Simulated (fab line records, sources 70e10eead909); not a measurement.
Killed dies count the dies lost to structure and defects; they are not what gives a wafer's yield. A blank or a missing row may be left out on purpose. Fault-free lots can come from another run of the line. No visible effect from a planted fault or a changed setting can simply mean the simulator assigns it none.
Matching of chambers	flow nand_harc	NHARC_A_SGD_CUT_ETCH_58 on rie_diel-12 has 4 sister chambers
The step etches the open film in CF4, target depth 39 nm, time 65 s. 4 wafers are shown with their chamber, then 9 later ones without.

WAFERS WITH THEIR CHAMBER
wafer	chamber	drypump_motor_current_A (A)
L084.4	3	6.0
L085.3	1	6.4
L085.4	0	6.8
L085.5	2	5.7

WAFERS WITH NO CHAMBER GIVEN
wafer	drypump_motor_current_A (A)
L088.3	5.7
L088.4	5.9
L088.6	6.4
L091.1	6.0
L091.2	6.8
L091.3	5.7
L094.1	5.7
L094.3	5.9
L094.5	5.7

THE CHAMBER EACH PASSED THROUGH
wafer	from the rows above	in truth
L088.3	2	2
L088.4	3	3
L088.6	1	1
L091.1	3	3
L091.2	0	0
L091.3	2	2
L094.1	2	2
L094.3	3	3
L094.5	2	2
Correct placement for 9 of the 9. Can't be placed from these rows: 0. Placed wrongly: 0.
How it was worked out, from the rows above alone: a wafer's distance from a chamber is the root of the sum, over the readings, of the square of ((its reading less the chamber's mean) divided by the reading's scatter). The wafer belongs to the nearest chamber; if the next one is less than 2 further off, it can't be placed. A chamber's mean is the mean of its shown wafers. The scatter (one wafer shown for each chamber): square how far every hidden wafer sits from the nearest shown wafer, average those squares and take the square root.
